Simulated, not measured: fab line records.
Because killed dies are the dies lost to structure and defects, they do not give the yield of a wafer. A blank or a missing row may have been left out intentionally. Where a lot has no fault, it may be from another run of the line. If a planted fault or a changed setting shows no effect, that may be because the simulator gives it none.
Which tool is to blame? | flow nand harc | 12 lots (35 wafers sampled), 1 step of a 1302-step route

WHAT THE GAUGES READ, wafer by wafer
NHARC_P_GATE_INSPECT_68. Usual: raw defect count reads 216 (standard deviation 97).
lot  | measured     | on                | raw defect count | flag
L618 | day 5 22:20  | defect inspect-01 | 241 139 114      |
L620 | day 6 12:44  | defect inspect-01 | 159 212 134      |
L621 | day 7 13:50  | defect inspect-02 | 283 244 195      |
L623 | day 8 04:17  | defect inspect-02 | 145 92 67        |
L624 | day 8 05:20  | defect inspect-01 | 166 221 159      |
L625 | day 9 02:55  | defect inspect-01 | 190 280 248      |
L626 | day 9 07:58  | defect inspect-01 | 192 153 171      |
L627 | day 9 22:25  | defect inspect-01 | 475 263 447      |
L628 | day 9 23:36  | defect inspect-02 | 265 202 228      |
L635 | day 13 04:17 | defect inspect-02 | 358 255 340      |
L637 | day 13 15:13 | defect inspect-02 | 334 488          |
L640 | day 14 23:11 | defect inspect-02 | 218 117 109      |

TOOL THAT RAN EACH LOT (tool first, then ch and the chambers of the sampled wafers, then the start)
No process step before these readings appears in the record.

WHAT THE TOOLS THEMSELVES READ (means of the sampled wafers that have a number; where no wafer has one, the mark that the record gives instead)
The record holds no such reading with a usual standard deviation.

THE ANSWER, worked out from the rows above alone
Rule: take the mean of a lot's wafers that have a number; if it is more than 3 standard deviations from the usual mean, the lot is off. A lot without any number at a reading at which 4 lots or more have one is off too. Any other lot the step has rows for is counted as sound. After the gauges, taken in route order, come the tools' own readings; for these a lot's mean is taken, as printed above. The first step at which some lot is off is used, and at that step the reading that is off furthest; a lot without a number counts as furthest.
No lot is off on any of the readings shown, so nothing can be concluded from this.

WHAT HAD BEEN PUT IN BY THE SIMULATOR
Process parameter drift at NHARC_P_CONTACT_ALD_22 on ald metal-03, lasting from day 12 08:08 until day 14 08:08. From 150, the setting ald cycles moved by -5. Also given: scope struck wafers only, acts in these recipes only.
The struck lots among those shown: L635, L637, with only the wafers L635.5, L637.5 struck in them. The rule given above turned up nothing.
